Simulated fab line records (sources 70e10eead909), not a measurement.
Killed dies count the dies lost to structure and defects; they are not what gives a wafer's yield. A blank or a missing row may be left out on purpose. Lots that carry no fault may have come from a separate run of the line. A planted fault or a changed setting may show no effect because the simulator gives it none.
Which of the tools did it?    flow nand-harc    13 lots, 39 wafers sampled, at 5 steps of a route of 1159

== WHAT THE GAUGES READ, wafer by wafer ==
NHARC_END_SORT_01. Usual: killed-at-array 28, standard deviation 11; killed-at-other 0.6, standard deviation 0.85; killed-at-periphery 2.8, standard deviation 2.3; killed-dies 31, standard deviation 11; killed-open 3.1, standard deviation 1.6; killed-short 2.0, standard deviation 1.4.
lot   measured      on         killed-at-array  killed-at-other  killed-at-periphery  killed-dies  killed-open  killed-short  flag
L873  day 22 19:19  prober-02  31 48 33         0 0 0            1 1 2                32 49 35     2 3 2        2 4 3         
L874  day 23 04:35  prober-01  23 30 20         0 1 1            0 1 0                23 32 21     3 2 0        2 0 3         

== WHICH TOOL RAN EACH LOT (tool, then ch and the chambers of the sampled wafers, then the start) ==
lot   NHARC_A_CONTACT_ETCH_120              NHARC_A_CONTACT_ETCH_121              NHARC_A_CONTACT_STRIP_55                       NHARC_A_CONTACT_SOFTBAKE_64
L861  har-cap-etch-02 ch 0,1, day 16 11:34  har-cap-etch-02 ch 0,1, day 16 11:40  rie-diel-08 ch 0,2,3, day 16 15:00 or earlier  litho-track-01 ch 0, day 16 15:00
L860  har-cap-etch-03 ch 0,1, day 16 11:56  har-cap-etch-03 ch 0,1, day 16 12:02  rie-diel-07 ch 0,1,3, day 16 16:00 or earlier  litho-track-04 ch 0, day 16 16:00
L865  har-cap-etch-02 ch 1, day 16 22:29    har-cap-etch-02 ch 1, day 16 22:34    rie-diel-01 ch 0,2,3, day 17 02:00 or earlier  litho-track-01 ch 0, day 17 02:00
L862  har-cap-etch-03 ch 0,1, day 16 22:51  har-cap-etch-03 ch 0,1, day 16 22:56  rie-diel-01 ch 2,3, day 17 04:00 or earlier    litho-track-01 ch 0, day 17 04:00
L866  har-cap-etch-02 ch 0,1, day 17 14:47  har-cap-etch-02 ch 0,1, day 17 14:53  rie-diel-07 ch 0,1,2, day 17 19:00 or earlier  litho-track-01 ch 0, day 17 19:00
L873  har-cap-etch-03 ch 0,1, day 19 22:24  har-cap-etch-03 ch 0,1, day 19 22:29  rie-diel-07 ch 0,2,3, day 20 02:00 or earlier  litho-track-06 ch 0, day 20 02:00
L874  har-cap-etch-01 ch 0,1, day 20 07:53  har-cap-etch-01 ch 0,1, day 20 07:58  rie-diel-08 ch 0,2, day 20 14:00 or earlier    litho-track-04 ch 0, day 20 14:00
L878  har-cap-etch-03 ch 0,1, day 20 08:23  har-cap-etch-03 ch 0,1, day 20 08:31  rie-diel-08 ch 0,1, day 20 15:00 or earlier    litho-track-04 ch 0, day 20 15:00
L875  har-cap-etch-02 ch 0,1, day 20 13:20  har-cap-etch-02 ch 0,1, day 20 13:25  rie-diel-07 ch 2,3, day 20 17:00 or earlier    litho-track-04 ch 0, day 20 17:00
L880  har-cap-etch-02 ch 0,1, day 21 21:35  har-cap-etch-02 ch 0,1, day 21 21:41  rie-diel-07 ch 0,2, day 22 02:00 or earlier    litho-track-04 ch 0, day 22 02:00
L882  har-cap-etch-01 ch 1, day 22 02:23    har-cap-etch-01 ch 1, day 22 02:29    rie-diel-07 ch 0,1,2, day 22 07:00 or earlier  litho-track-01 ch 0, day 22 07:00
L881  har-cap-etch-03 ch 1, day 22 03:37    har-cap-etch-03 ch 1, day 22 03:42    rie-diel-07 ch 1,2, day 22 07:00 or earlier    litho-track-01 ch 0, day 22 07:00
L883  har-cap-etch-01 ch 0, day 22 08:47    har-cap-etch-01 ch 0, day 22 08:53    rie-diel-08 ch 1,3, day 22 13:00 or earlier    litho-track-01 ch 0, day 22 13:00
- NHARC_A_CONTACT_ETCH_120: etches the open film in C4F8/O2/Ar, time 94 s, target depth 922 nm.
- NHARC_A_CONTACT_ETCH_121: etches the open film in C4F8/O2/Ar, time 94 s, target depth 922 nm.
- NHARC_A_CONTACT_STRIP_55: strips in O2.
- NHARC_A_CONTACT_SOFTBAKE_64: time 55 s.

== WHAT THE TOOLS THEMSELVES READ (means of the sampled wafers that have a number; where no wafer has one, the mark that the record gives instead) ==
NHARC_A_CONTACT_STRIP_55. Usual: drypump-motor-current-A 5.7 A, standard deviation 0.5; mfc-ar-sccm 0.005 sccm, standard deviation 0.008; oes-product-au 1.000 a.u., standard deviation 0.012; rf-vpp-V 57.9 V, standard deviation 0.88; showerhead-plenum-p-Torr 3.55 Torr, standard deviation 0.15; throttle-valve-pct 17.038 %, standard deviation 0.0085.
lot   tool         drypump-motor-current-A (A)  mfc-ar-sccm (sccm)  oes-product-au (a.u.)  rf-vpp-V (V)  showerhead-plenum-p-Torr (Torr)  throttle-valve-pct (%)  flag
L861  rie-diel-08  5.7                          0.016               0.998                  59.0          3.66                             17.045                  
L860  rie-diel-07  6.0                          0.003               1.007                  57.1          3.58                             17.036                  
L865  rie-diel-01  5.6                          0.003               0.981                  57.7          3.61                             17.034                  
L862  rie-diel-01  5.4                          0.005               0.982                  58.7          3.51                             17.032                  
L866  rie-diel-07  5.5                          0.003               0.995                  58.7          3.49                             17.043                  
L873  rie-diel-07  6.0                          0.000               1.007                  57.5          3.47                             17.041                  
L874  rie-diel-08  5.6                          0.012               1.007                  58.0          3.63                             17.030                  
L878  rie-diel-08  5.4                          0.012               1.014                  58.7          3.51                             17.032                  
L875  rie-diel-07  6.4                          0.000               1.001                  57.7          3.59                             17.039                  
L880  rie-diel-07  5.6                          0.000               0.999                  57.8          3.38                             17.042                  
L882  rie-diel-07  5.5                          0.003               1.017                  58.0          3.48                             17.036                  
L881  rie-diel-07  5.4                          0.003               0.997                  57.5          3.50                             17.041                  
L883  rie-diel-08  5.5                          0.010               1.004                  57.7          3.47                             17.036                  

NHARC_A_CONTACT_SOFTBAKE_64. Usual: 188.43 W for heater-power-total-W, sd 0.13.
lot   tool            heater-power-total-W (W)  flag
L861  litho-track-01  188.44                    
L860  litho-track-04  188.36                    
L865  litho-track-01  188.48                    
L862  litho-track-01  196.40                    OFF
L866  litho-track-01  196.44                    OFF
L873  litho-track-06  188.42                    
L874  litho-track-04  188.38                    
L878  litho-track-04  188.60                    
L875  litho-track-04  188.43                    
L880  litho-track-04  188.40                    
L882  litho-track-01  188.62                    
L881  litho-track-01  188.37                    
L883  litho-track-01  188.37                    

== THE ANSWER, worked out from the rows above alone ==
Rule: a lot counts as off when the mean over its wafers that have a number is more than 3 standard deviations away from the usual mean. A lot without any number at a reading at which 4 lots or more have one is off too. Any other lot the step has rows for is counted as sound. After the gauges, taken in route order, come the tools' own readings; for these a lot's mean is taken, as printed above. At the first step where some lot is off, the reading lying furthest off is the one used; lots without a number count as furthest.
Off, at NHARC_A_CONTACT_SOFTBAKE_64 on heater-power-total-W: L862, L866.
If a tool, at that step or one of the process steps before it, ran each lot that is off and ran no sound lot following the first of them, it fits. Because NHARC_A_CONTACT_STRIP_55 lacks a start for some lots, the hours and order of its lots are taken from NHARC_A_CONTACT_SOFTBAKE_64. Not one of the candidates tried fits.

== WHAT THE SIMULATOR HAD INSERTED ==
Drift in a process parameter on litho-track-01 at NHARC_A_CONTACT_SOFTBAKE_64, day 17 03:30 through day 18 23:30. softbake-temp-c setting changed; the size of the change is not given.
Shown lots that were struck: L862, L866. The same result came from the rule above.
